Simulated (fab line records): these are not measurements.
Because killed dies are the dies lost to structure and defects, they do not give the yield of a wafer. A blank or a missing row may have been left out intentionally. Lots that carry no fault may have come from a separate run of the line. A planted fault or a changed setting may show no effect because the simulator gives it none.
Which tool did it? -- flow nand_harc -- 21 wafers from 7 lots sampled at 2 of the route's 1302 steps

WHAT THE GAUGES SHOWED, per wafer
NHARC_A_BONDPAD_INSPECT_23.
lot,measured,on,raw_defect_count
L874,day 24 11:55,defect_inspect-02,633 696 568
L877,day 25 20:26,defect_inspect-02,587 633 752
L879,day 26 05:56,defect_inspect-02,631 500 549
L881,day 27 16:26,defect_inspect-01,461 513 523
L891,day 30 20:39,defect_inspect-01,510 539
L892,day 31 12:21,defect_inspect-01,402 471 420
L895,day 33 13:03,defect_inspect-02,511 672 576

WHAT TOOL EACH LOT RAN ON (gives the tool, then ch and the chambers of the sampled wafers, and finally the start)
lot,NHARC_A_CHANNEL_HOLE_D1_DEP_01
L874,"pecvd-03 ch 0,1, day 9 07:07"
L877,"pecvd-03 ch 1,2, day 10 19:00"
L879,"pecvd-04 ch 0,1,2, day 11 10:44"
L881,"pecvd-02 ch 1,2, day 12 14:31"
L891,"pecvd-04 ch 0,1,2, day 16 04:28"
L892,"pecvd-03 ch 0,1,2, day 17 04:51"
L895,"pecvd-03 ch 0,1, day 18 05:58"
- NHARC_A_CHANNEL_HOLE_D1_DEP_01: deposits SiON, target thk 140 nm.

THE ANSWER, worked out from the rows above alone
Rule: the usual values come from the lots themselves. The widest of any qualifying gaps counts: lots, ordered by their means at a reading, are off when they make up no more than a third of the lots, leave a main group of 4 or more, and stand apart from it by 3 or more times the standard deviation of that group's means. A main group whose means are all the same, to the digits that the tables above print for the reading, isn't used. A lot without any number at a reading at which 4 lots or more have one is off too. All remaining lots with rows at the step are treated as sound.
Across all readings shown, no lot is off: no conclusion can be drawn from this.

WHAT WAS PUT IN BY THE SIMULATOR
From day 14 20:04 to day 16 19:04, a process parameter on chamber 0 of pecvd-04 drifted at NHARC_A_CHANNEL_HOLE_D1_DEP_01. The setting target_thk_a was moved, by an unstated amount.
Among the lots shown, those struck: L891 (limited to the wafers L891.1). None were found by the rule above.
